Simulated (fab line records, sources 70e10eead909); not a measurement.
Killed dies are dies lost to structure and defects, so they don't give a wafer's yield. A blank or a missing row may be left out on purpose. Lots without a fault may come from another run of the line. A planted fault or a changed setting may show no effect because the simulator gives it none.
Which tool did it? | flow nand_harc | 12 lots, 36 wafers sampled, at 6 steps of a route of 1302

WHAT THE GAUGES READ, wafer by wafer
NHARC_A_ONON_D1_THK_MEAS_11: measures by ellipsometry.
lot  | measured     | on            | thk_nm (nm)
L074 | day 8 00:00  | film_metro-01 | 1014 1012 1012
L077 | day 9 04:11  | film_metro-02 | 1008 1009 1007
L079 | day 10 04:42 | film_metro-01 | 1006 1006 1007
L081 | day 10 21:46 | film_metro-02 | 993 992 992
L083 | day 11 11:29 | film_metro-01 | 1005 1004 1007
L085 | day 12 11:31 | film_metro-02 | 988 989 989
L087 | day 12 22:02 | film_metro-02 | 988 990 987
L089 | day 14 00:00 | film_metro-02 | 1011 1010 1010
L091 | day 15 01:04 | film_metro-02 | 992 992 993
L093 | day 15 18:53 | film_metro-02 | 1003 1004 1005
L095 | day 16 11:05 | film_metro-02 | 1007 1005 1006
L097 | day 17 04:43 | film_metro-02 | 999 1001 1001

WHICH TOOL RAN EACH LOT (tool, then ch and the chambers of the sampled wafers, then the start)
lot  | NHARC_P_M1_DEGAS_29          | NHARC_P_M1_PRE_CLEAN_30                 | NHARC_P_M2_ETCH_35                 | NHARC_P_M2_ANNEAL_31             | NHARC_P_BONDPAD_ETCH_12
L074 | pvd_sputter-02, day 6 13:02  | pvd_sputter-02, day 6 16:16 or earlier  | rie_diel-13 ch 0,2,3, day 6 16:16  | rtp_anneal-02 ch 0, day 6 18:02  | rie_diel-07 ch 0,1, day 8 00:00 or earlier
L077 | pvd_sputter-03, day 7 15:56  | pvd_sputter-03, day 7 19:10 or earlier  | rie_diel-12 ch 1,2,3, day 7 19:10  | rtp_anneal-01 ch 0, day 7 20:55  | rie_diel-07 ch 0,1,3, day 9 04:11 or earlier
L079 | pvd_sputter-01, day 8 11:49  | pvd_sputter-01, day 8 14:55 or earlier  | rie_diel-13 ch 0,2,3, day 8 14:55  | rtp_anneal-02 ch 0, day 8 16:35  | rie_diel-03 ch 0,1,2, day 10 04:42 or earlier
L081 | pvd_sputter-01, day 9 09:13  | pvd_sputter-01, day 9 12:25 or earlier  | rie_diel-12 ch 0,1, day 9 12:25    | rtp_anneal-01 ch 0, day 9 14:13  | rie_diel-03 ch 0,1,2, day 10 21:46 or earlier
L083 | pvd_sputter-01, day 9 23:50  | pvd_sputter-01, day 10 03:04 or earlier | rie_diel-12 ch 0,1,3, day 10 03:04 | rtp_anneal-01 ch 0, day 10 04:50 | rie_diel-03 ch 0,1, day 11 11:29 or earlier
L085 | pvd_sputter-02, day 10 23:15 | pvd_sputter-02, day 11 02:28 or earlier | rie_diel-13 ch 0,1,2, day 11 02:28 | rtp_anneal-02 ch 0, day 11 04:11 | rie_diel-08 ch 0,1,2, day 12 11:31 or earlier
L087 | pvd_sputter-03, day 11 13:17 | pvd_sputter-03, day 11 16:47 or earlier | rie_diel-12 ch 1,2, day 11 16:47   | rtp_anneal-02 ch 0, day 11 18:35 | rie_diel-03 ch 0,1, day 12 22:02 or earlier
L089 | pvd_sputter-03, day 12 14:05 | pvd_sputter-03, day 12 17:11 or earlier | rie_diel-12 ch 0,1,2, day 12 17:11 | rtp_anneal-01 ch 0, day 12 19:00 | rie_diel-08 ch 2,3, day 14 00:00 or earlier
L091 | pvd_sputter-01, day 13 13:25 | pvd_sputter-01, day 13 16:31 or earlier | rie_diel-12 ch 0,1,2, day 13 16:31 | rtp_anneal-01 ch 0, day 13 18:12 | rie_diel-07 ch 0,1,3, day 15 01:04 or earlier
L093 | pvd_sputter-02, day 14 07:04 | pvd_sputter-02, day 14 10:16 or earlier | rie_diel-06 ch 0,1,2, day 14 10:16 | rtp_anneal-02 ch 0, day 14 11:56 | rie_diel-08 ch 0,3, day 15 18:53 or earlier
L095 | pvd_sputter-01, day 14 22:47 | pvd_sputter-01, day 15 02:09 or earlier | rie_diel-13 ch 0,2,3, day 15 02:09 | rtp_anneal-01 ch 0, day 15 03:52 | rie_diel-07 ch 0,1,3, day 16 11:05 or earlier
L097 | pvd_sputter-01, day 15 17:02 | pvd_sputter-01, day 15 20:08 or earlier | rie_diel-06 ch 1,2,3, day 15 20:08 | rtp_anneal-02 ch 0, day 15 21:54 | rie_diel-07 ch 1,2,3, day 17 04:43 or earlier
- NHARC_P_M1_DEGAS_29: time 60 s.
- NHARC_P_M1_PRE_CLEAN_30: time 30 s.
- NHARC_P_M2_ETCH_35: etches the open film in N2/H2, target depth 40 nm, overetch 12 nm, time 43.94 s.
- NHARC_P_M2_ANNEAL_31: time 90 s.
- NHARC_P_BONDPAD_ETCH_12: etches the open film in CHF3/O2, target depth 200 nm, time 100 s.

THE ANSWER, worked out from the rows above alone
Rule: what is usual is taken from the lots themselves. Put in order of their means at a reading, lots are off if they are a third of the lots or fewer, leave a main group of 4 or more, and stand apart from it by a gap of 3 or more times the standard deviation of the main group's means; of several such gaps the widest counts. A main group whose means are all the same, to the digits that the tables above print for the reading, isn't used. A lot without any number at a reading at which 4 lots or more have one is off too. The other lots that the step has rows for count as sound.
No lot is off at any reading shown: from this, nothing can be told.

WHAT THE SIMULATOR HAD PUT IN
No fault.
